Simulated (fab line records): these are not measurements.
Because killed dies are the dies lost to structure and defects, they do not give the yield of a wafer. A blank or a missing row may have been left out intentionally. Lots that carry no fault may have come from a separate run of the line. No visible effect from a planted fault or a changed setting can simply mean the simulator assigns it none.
What tool caused it? :: flow nand_harc :: Sampling: 12 lots, 36 wafers, 6 of 1159 route steps

## WHAT THE GAUGES READ, wafer by wafer
NHARC_A_CONTACT_CD_MEAS_69 targets a cd of 200 nm.
lot: L075
measured: day 16 16:08
on: cd_sem-02
cd_nm (nm): 199.5 200.0 199.3

lot: L077
measured: day 18 03:35
on: cd_sem-01
cd_nm (nm): 199.9 200.1 200.0

lot: L079
measured: day 17 17:47
on: cd_sem-01
cd_nm (nm): 200.2 200.6 200.5

lot: L081
measured: day 18 14:40
on: cd_sem-02
cd_nm (nm): 199.6 200.1 200.6

lot: L082
measured: day 19 03:31
on: cd_sem-02
cd_nm (nm): 199.7 200.6 200.4

lot: L085
measured: day 19 16:44
on: cd_sem-03
cd_nm (nm): 200.0 200.2 200.6

lot: L086
measured: day 20 03:50
on: cd_sem-03
cd_nm (nm): 200.4 200.2 200.8

lot: L087
measured: day 20 15:17
on: cd_sem-03
cd_nm (nm): 199.9 199.8 200.0

lot: L091
measured: day 20 20:47
on: cd_sem-02
cd_nm (nm): 199.7 200.3 200.3

lot: L094
measured: day 21 14:56
on: cd_sem-03
cd_nm (nm): 200.6 200.5 199.5

lot: L092
measured: day 21 16:17
on: cd_sem-02
cd_nm (nm): 200.1 199.7 200.0

lot: L097
measured: day 22 21:06
on: cd_sem-03
cd_nm (nm): 199.9 199.7 200.5

## EACH LOT AND THE TOOL THAT RAN IT (in order: tool; ch and the chambers of the sampled wafers; start)
lot: L075
NHARC_A_SLIT_ETCH_29: rie_diel-01 ch 2,3, day 14 15:26
NHARC_A_CONTACT_ETCH_48: rie_diel-09 ch 0,1, day 16 05:32
NHARC_A_CONTACT_ETCH_119: har_cap_etch-03 ch 0,1, day 16 07:53
NHARC_A_CONTACT_ETCH_121: har_cap_etch-03 ch 0,1, day 16 08:08
NHARC_A_CONTACT_ETCH_122: har_cap_etch-03 ch 0,1, day 16 08:15

lot: L077
NHARC_A_SLIT_ETCH_29: rie_diel-12 ch 2,3, day 15 11:12
NHARC_A_CONTACT_ETCH_48: rie_diel-09 ch 0,1,2, day 17 17:53
NHARC_A_CONTACT_ETCH_119: har_cap_etch-03 ch 0,1, day 17 20:11
NHARC_A_CONTACT_ETCH_121: har_cap_etch-03 ch 0,1, day 17 20:26
NHARC_A_CONTACT_ETCH_122: har_cap_etch-03 ch 0,1, day 17 20:33

lot: L079
NHARC_A_SLIT_ETCH_29: rie_diel-12 ch 0,1,3, day 15 13:43
NHARC_A_CONTACT_ETCH_48: rie_diel-09 ch 0,1,3, day 17 11:16
NHARC_A_CONTACT_ETCH_119: har_cap_etch-02 ch 0,1, day 17 13:22
NHARC_A_CONTACT_ETCH_121: har_cap_etch-02 ch 0,1, day 17 13:32
NHARC_A_CONTACT_ETCH_122: har_cap_etch-02 ch 0,1, day 17 13:38

lot: L081
NHARC_A_SLIT_ETCH_29: rie_diel-01 ch 0,2,3, day 16 03:58
NHARC_A_CONTACT_ETCH_48: rie_diel-03 ch 1,3, day 18 04:43
NHARC_A_CONTACT_ETCH_119: har_cap_etch-02 ch 0,1, day 18 07:01
NHARC_A_CONTACT_ETCH_121: har_cap_etch-02 ch 0,1, day 18 07:16
NHARC_A_CONTACT_ETCH_122: har_cap_etch-02 ch 0,1, day 18 07:23

lot: L082
NHARC_A_SLIT_ETCH_29: rie_diel-01 ch 0,2,3, day 16 18:10
NHARC_A_CONTACT_ETCH_48: rie_diel-03 ch 0,1,3, day 18 17:17
NHARC_A_CONTACT_ETCH_119: har_cap_etch-01 ch 0,1, day 18 19:38
NHARC_A_CONTACT_ETCH_121: har_cap_etch-01 ch 0,1, day 18 19:49
NHARC_A_CONTACT_ETCH_122: har_cap_etch-01 ch 0,1, day 18 19:55

lot: L085
NHARC_A_SLIT_ETCH_29: rie_diel-12 ch 1,2,3, day 17 12:11
NHARC_A_CONTACT_ETCH_48: rie_diel-03 ch 0,1,3, day 19 08:29
NHARC_A_CONTACT_ETCH_119: har_cap_etch-01 ch 0,1, day 19 11:28
NHARC_A_CONTACT_ETCH_121: har_cap_etch-01 ch 0,1, day 19 11:39
NHARC_A_CONTACT_ETCH_122: har_cap_etch-01 ch 0,1, day 19 11:44

lot: L086
NHARC_A_SLIT_ETCH_29: rie_diel-01 ch 1,3, day 18 01:08
NHARC_A_CONTACT_ETCH_48: rie_diel-09 ch 1,2, day 19 20:42
NHARC_A_CONTACT_ETCH_119: har_cap_etch-03 ch 0,1, day 19 23:01
NHARC_A_CONTACT_ETCH_121: har_cap_etch-03 ch 0,1, day 19 23:15
NHARC_A_CONTACT_ETCH_122: har_cap_etch-03 ch 0,1, day 19 23:22

lot: L087
NHARC_A_SLIT_ETCH_29: rie_diel-08 ch 0,1,3, day 18 12:14
NHARC_A_CONTACT_ETCH_48: rie_diel-09 ch 0,2,3, day 20 08:14
NHARC_A_CONTACT_ETCH_119: har_cap_etch-01 ch 0,1, day 20 10:35
NHARC_A_CONTACT_ETCH_121: har_cap_etch-01 ch 0,1, day 20 10:46
NHARC_A_CONTACT_ETCH_122: har_cap_etch-01 ch 0,1, day 20 10:52

lot: L091
NHARC_A_SLIT_ETCH_29: rie_diel-08 ch 0,1,3, day 18 14:26
NHARC_A_CONTACT_ETCH_48: rie_diel-03 ch 1,2, day 20 14:07
NHARC_A_CONTACT_ETCH_119: har_cap_etch-01 ch 0,1, day 20 16:09
NHARC_A_CONTACT_ETCH_121: har_cap_etch-01 ch 0,1, day 20 16:20
NHARC_A_CONTACT_ETCH_122: har_cap_etch-01 ch 0,1, day 20 16:26

lot: L094
NHARC_A_SLIT_ETCH_29: rie_diel-12 ch 0,1,3, day 19 08:46
NHARC_A_CONTACT_ETCH_48: rie_diel-09 ch 0,1, day 21 08:28
NHARC_A_CONTACT_ETCH_119: har_cap_etch-02 ch 0,1, day 21 10:28
NHARC_A_CONTACT_ETCH_121: har_cap_etch-02 ch 0,1, day 21 10:40
NHARC_A_CONTACT_ETCH_122: har_cap_etch-02 ch 0,1, day 21 10:45

lot: L092
NHARC_A_SLIT_ETCH_29: rie_diel-01 ch 0,1,2, day 19 11:02
NHARC_A_CONTACT_ETCH_48: rie_diel-02 ch 0,1,2, day 21 09:37
NHARC_A_CONTACT_ETCH_119: har_cap_etch-03 ch 0,1, day 21 11:43
NHARC_A_CONTACT_ETCH_121: har_cap_etch-03 ch 0,1, day 21 11:53
NHARC_A_CONTACT_ETCH_122: har_cap_etch-03 ch 0,1, day 21 11:59

lot: L097
NHARC_A_SLIT_ETCH_29: rie_diel-12 ch 1,2,3, day 20 12:10
NHARC_A_CONTACT_ETCH_48: rie_diel-03 ch 0,1,3, day 22 13:19
NHARC_A_CONTACT_ETCH_119: har_cap_etch-02 ch 0,1, day 22 15:22
NHARC_A_CONTACT_ETCH_121: har_cap_etch-02 ch 0,1, day 22 15:33
NHARC_A_CONTACT_ETCH_122: har_cap_etch-02 ch 0,1, day 22 15:38
- NHARC_A_SLIT_ETCH_29: etches the open film in CF4/O2, target depth 100 nm, overetch 10 nm, time 55 s.
- NHARC_A_CONTACT_ETCH_48: etches the open film in CF4, target depth 39 nm, time 65 s.
- NHARC_A_CONTACT_ETCH_119: etches the open film in C4F8/O2/Ar, time 94 s, target depth 922 nm.
- NHARC_A_CONTACT_ETCH_121: etches the open film in C4F8/O2/Ar, time 94 s, target depth 922 nm.
- NHARC_A_CONTACT_ETCH_122: etches the open film in C4F8/O2/Ar, time 95 s, target depth 930 nm.

## THE ANSWER, worked out from the rows above alone
Rule: the usual values come from the lots themselves. The widest of any qualifying gaps counts: lots, ordered by their means at a reading, are off when they make up no more than a third of the lots, leave a main group of 4 or more, and stand apart from it by 3 or more times the standard deviation of that group's means. The tables above print the reading to a certain number of digits; a main group whose means all agree to those digits is not used. Also off: a lot with no number at a reading for which 4 or more lots have one. All remaining lots with rows at the step are treated as sound.
No lot is off at any reading shown: from this, nothing can be told.

## WHAT HAD BEEN PUT IN BY THE SIMULATOR
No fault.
